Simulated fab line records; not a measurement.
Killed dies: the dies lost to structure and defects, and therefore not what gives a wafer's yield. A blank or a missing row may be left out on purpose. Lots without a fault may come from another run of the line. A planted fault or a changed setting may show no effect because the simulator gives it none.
Split-lot experiment || flow n5 finfet || 39 wafers read from 7 lots, route of 1938 steps

== THE SPLIT ==
At N5_BEOL_M7_ILD_DEP_00 (deposits SiCOH lowk from DEMS/porogen, target thk 179.75 nm, time 33.4 s), the setting target thk a was moved away from the recipe's 1797.5 angstrom on 18 of the 39 wafers read, by -58.2% to +51.2%. This setting was run at the recipe's value on the other wafers.

== THE PATH FROM SPLIT TO READING: the file shows 1 step between them ==
- N5_BEOL_M7_CURE_74: cures SiCOH lowk, time 240 s

== THE READING ==
At N5_BEOL_M7_THK_MEAS_01: M7_ILD_THK, given in nm. Typical for fault-free wafers on this fab line: 155.6 nm, with standard deviation 2.5 nm.

{"wafer": "L074.1", "tool, chamber at the split": "pecvd-01, 2", "target thk a as run, angstrom": 1797.5, "against the recipe": "recipe", "M7_ILD_THK, nm": 155.5, "against lot-mates on the recipe": "-"}
{"wafer": "L074.2", "tool, chamber at the split": "pecvd-01, 1", "target thk a as run, angstrom": 1797.5, "against the recipe": "recipe", "M7_ILD_THK, nm": 155.1, "against lot-mates on the recipe": "-"}
{"wafer": "L074.6", "tool, chamber at the split": "pecvd-01, 1", "target thk a as run, angstrom": 1797.5, "against the recipe": "recipe", "M7_ILD_THK, nm": 156.6, "against lot-mates on the recipe": "-"}
{"wafer": "L075.1", "tool, chamber at the split": "pecvd-01, 1", "target thk a as run, angstrom": 2602, "against the recipe": "+44.8%", "M7_ILD_THK, nm": 223.4, "against lot-mates on the recipe": "+64.7"}
{"wafer": "L075.2", "tool, chamber at the split": "pecvd-01, 0", "target thk a as run, angstrom": 1797.5, "against the recipe": "recipe", "M7_ILD_THK, nm": 159.0, "against lot-mates on the recipe": "-"}
{"wafer": "L075.3", "tool, chamber at the split": "pecvd-01, 2", "target thk a as run, angstrom": 2602, "against the recipe": "+44.8%", "M7_ILD_THK, nm": 225.5, "against lot-mates on the recipe": "+66.8"}
{"wafer": "L075.4", "tool, chamber at the split": "pecvd-01, 0", "target thk a as run, angstrom": 1797.5, "against the recipe": "recipe", "M7_ILD_THK, nm": 161.8, "against lot-mates on the recipe": "-"}
{"wafer": "L075.5", "tool, chamber at the split": "pecvd-01, 2", "target thk a as run, angstrom": 2602, "against the recipe": "+44.8%", "M7_ILD_THK, nm": 229.9, "against lot-mates on the recipe": "+71.2"}
{"wafer": "L075.6", "tool, chamber at the split": "pecvd-01, 1", "target thk a as run, angstrom": 1797.5, "against the recipe": "recipe", "M7_ILD_THK, nm": 155.4, "against lot-mates on the recipe": "-"}
{"wafer": "L080.1", "tool, chamber at the split": "pecvd-01, 1", "target thk a as run, angstrom": 752.1, "against the recipe": "-58.2%", "M7_ILD_THK, nm": 64.2, "against lot-mates on the recipe": -93.0}
{"wafer": "L080.2", "tool, chamber at the split": "pecvd-01, 2,1", "target thk a as run, angstrom": 752.1, "against the recipe": "-58.2%", "M7_ILD_THK, nm": 64.9, "against lot-mates on the recipe": -92.3}
{"wafer": "L080.3", "tool, chamber at the split": "pecvd-01, 0", "target thk a as run, angstrom": 1797.5, "against the recipe": "recipe", "M7_ILD_THK, nm": 157.1, "against lot-mates on the recipe": "-"}
{"wafer": "L080.4", "tool, chamber at the split": "pecvd-01, 0", "target thk a as run, angstrom": 1797.5, "against the recipe": "recipe", "M7_ILD_THK, nm": 160.2, "against lot-mates on the recipe": "-"}
{"wafer": "L080.5", "tool, chamber at the split": "pecvd-01, 2", "target thk a as run, angstrom": 1797.5, "against the recipe": "recipe", "M7_ILD_THK, nm": 154.3, "against lot-mates on the recipe": "-"}
{"wafer": "L080.6", "tool, chamber at the split": "pecvd-01, 2,1", "target thk a as run, angstrom": 752.1, "against the recipe": "-58.2%", "M7_ILD_THK, nm": 64.8, "against lot-mates on the recipe": -92.4}
{"wafer": "L084.1", "tool, chamber at the split": "pecvd-01, 0", "target thk a as run, angstrom": 1797.5, "against the recipe": "recipe", "M7_ILD_THK, nm": 157.6, "against lot-mates on the recipe": "-"}
{"wafer": "L084.2", "tool, chamber at the split": "pecvd-01, 1", "target thk a as run, angstrom": 1268, "against the recipe": "-29.5%", "M7_ILD_THK, nm": 108.7, "against lot-mates on the recipe": -49.6}
{"wafer": "L084.3", "tool, chamber at the split": "pecvd-01, 2", "target thk a as run, angstrom": 1268, "against the recipe": "-29.5%", "M7_ILD_THK, nm": 108.9, "against lot-mates on the recipe": -49.4}
{"wafer": "L084.4", "tool, chamber at the split": "pecvd-01, 2", "target thk a as run, angstrom": 1797.5, "against the recipe": "recipe", "M7_ILD_THK, nm": 158.8, "against lot-mates on the recipe": "-"}
{"wafer": "L084.5", "tool, chamber at the split": "pecvd-01, 0", "target thk a as run, angstrom": 1268, "against the recipe": "-29.5%", "M7_ILD_THK, nm": 113.0, "against lot-mates on the recipe": -45.3}
{"wafer": "L084.6", "tool, chamber at the split": "pecvd-01, 1", "target thk a as run, angstrom": 1797.5, "against the recipe": "recipe", "M7_ILD_THK, nm": 158.6, "against lot-mates on the recipe": "-"}
{"wafer": "L086.1", "tool, chamber at the split": "pecvd-02, 2", "target thk a as run, angstrom": 1430, "against the recipe": "-20.4%", "M7_ILD_THK, nm": 121.2, "against lot-mates on the recipe": -32.6}
{"wafer": "L086.2", "tool, chamber at the split": "pecvd-02, 0", "target thk a as run, angstrom": 1797.5, "against the recipe": "recipe", "M7_ILD_THK, nm": 151.7, "against lot-mates on the recipe": "-"}
{"wafer": "L086.3", "tool, chamber at the split": "pecvd-02, 1", "target thk a as run, angstrom": 1797.5, "against the recipe": "recipe", "M7_ILD_THK, nm": 153.4, "against lot-mates on the recipe": "-"}
{"wafer": "L086.4", "tool, chamber at the split": "pecvd-02, 0", "target thk a as run, angstrom": 1430, "against the recipe": "-20.4%", "M7_ILD_THK, nm": 121.8, "against lot-mates on the recipe": -32.0}
{"wafer": "L086.5", "tool, chamber at the split": "pecvd-02, 2", "target thk a as run, angstrom": 1430, "against the recipe": "-20.4%", "M7_ILD_THK, nm": 124.7, "against lot-mates on the recipe": -29.1}
{"wafer": "L086.6", "tool, chamber at the split": "pecvd-02, 1", "target thk a as run, angstrom": 1797.5, "against the recipe": "recipe", "M7_ILD_THK, nm": 156.2, "against lot-mates on the recipe": "-"}
{"wafer": "L088.1", "tool, chamber at the split": "pecvd-02, 2,0", "target thk a as run, angstrom": 1797.5, "against the recipe": "recipe", "M7_ILD_THK, nm": 154.6, "against lot-mates on the recipe": "-"}
{"wafer": "L088.2", "tool, chamber at the split": "pecvd-02, 0", "target thk a as run, angstrom": 1797.5, "against the recipe": "recipe", "M7_ILD_THK, nm": 152.2, "against lot-mates on the recipe": "-"}
{"wafer": "L088.3", "tool, chamber at the split": "pecvd-02, 1", "target thk a as run, angstrom": 2718, "against the recipe": "+51.2%", "M7_ILD_THK, nm": 236.3, "against lot-mates on the recipe": "+82.5"}
{"wafer": "L088.4", "tool, chamber at the split": "pecvd-02, 1", "target thk a as run, angstrom": 2718, "against the recipe": "+51.2%", "M7_ILD_THK, nm": 238.8, "against lot-mates on the recipe": "+85.0"}
{"wafer": "L088.5", "tool, chamber at the split": "pecvd-02, 2", "target thk a as run, angstrom": 2718, "against the recipe": "+51.2%", "M7_ILD_THK, nm": 239.4, "against lot-mates on the recipe": "+85.6"}
{"wafer": "L088.6", "tool, chamber at the split": "pecvd-02, 2,0", "target thk a as run, angstrom": 1797.5, "against the recipe": "recipe", "M7_ILD_THK, nm": 154.5, "against lot-mates on the recipe": "-"}
{"wafer": "L090.1", "tool, chamber at the split": "pecvd-02, 0", "target thk a as run, angstrom": 1231, "against the recipe": "-31.5%", "M7_ILD_THK, nm": 106.1, "against lot-mates on the recipe": -53.3}
{"wafer": "L090.2", "tool, chamber at the split": "pecvd-02, 1", "target thk a as run, angstrom": 1797.5, "against the recipe": "recipe", "M7_ILD_THK, nm": 159.7, "against lot-mates on the recipe": "-"}
{"wafer": "L090.3", "tool, chamber at the split": "pecvd-02, 2", "target thk a as run, angstrom": 1797.5, "against the recipe": "recipe", "M7_ILD_THK, nm": 158.1, "against lot-mates on the recipe": "-"}
{"wafer": "L090.4", "tool, chamber at the split": "pecvd-02, 1", "target thk a as run, angstrom": 1231, "against the recipe": "-31.5%", "M7_ILD_THK, nm": 112.0, "against lot-mates on the recipe": -47.4}
{"wafer": "L090.5", "tool, chamber at the split": "pecvd-02, 2", "target thk a as run, angstrom": 1797.5, "against the recipe": "recipe", "M7_ILD_THK, nm": 160.3, "against lot-mates on the recipe": "-"}
{"wafer": "L090.6", "tool, chamber at the split": "pecvd-02, 0", "target thk a as run, angstrom": 1231, "against the recipe": "-31.5%", "M7_ILD_THK, nm": 107.8, "against lot-mates on the recipe": -51.6}
Rows listing several chambers each stand for several wafers; the file does not say which wafer went through which chamber.

THE FIT
A straight line over all 39 wafers: M7_ILD_THK changes by +1.58 nm for each +1% of target thk a; r = +1.00; the points scatter about the line by 2.6 nm.
The same after taking each lot's own level away (the mean of its wafers on the recipe; 39 wafers): +1.59 nm for each +1%; r = +1.00; scatter 2.3 nm.
According to that fit, moving target thk a by its largest amount changes the reading by 93 nm.
Measured against the standard deviation above, the lots' own levels, which go from 153.77 to 159.37 nm, span 2.2 times it.
Consequently the slope shifts little with the lot-to-lot level, the two slopes agreeing.
Check: with one of the wafers moved furthest among these (-58.2%) left out of the fit, the line predicts -92.7 nm for it against its lot-mates. Against them it came out at -93 nm.

== OTHER SPLITS ON THESE WAFERS ==
Before the reading, these wafers also passed through other splits. Each is held against what the fit with the lots' levels taken away leaves over:
{"other split on the same wafers": "N5_BEOL_M5_TRENCH_ETCH_37 target depth a", "wafers away from the commonest value": 15, "r with M7_ILD_THK (lot level and that fit taken away)": "+0.14"}

== THE WHOLE CHAIN: every reading that the file lists as answering this split, in the file's order ==
{"step": "N5_BEOL_M7_ILD_DEP_00", "what it does": "deposits SiCOH lowk from DEMS/porogen, target thk 179.75 nm, time 33.4 s", "reading": "SiCOH_lowk_of_BEOL_M7_ILD_DEP_00.thk nm (the simulator's own value, which no gauge read)", "change (the file's fit)": "+1.83 nm for each +1% of the setting", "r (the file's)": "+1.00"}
{"step": "N5_BEOL_M7_CURE_74", "what it does": "cures SiCOH lowk, time 240 s", "reading": "SiCOH_lowk_of_BEOL_M7_ILD_DEP_00.thk nm (the simulator's own value, which no gauge read)", "change (the file's fit)": "+1.59 nm for each +1% of the setting", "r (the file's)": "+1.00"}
{"step": "N5_BEOL_M7_THK_MEAS_01", "what it does": "", "reading": "M7_ILD_THK", "change (the file's fit)": "+1.59 for each +1% of the setting", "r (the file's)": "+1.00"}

== FILE'S OWN FIT ==
M7_ILD_THK changes by +1.59 nm for each +1% of target thk a, r = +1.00.
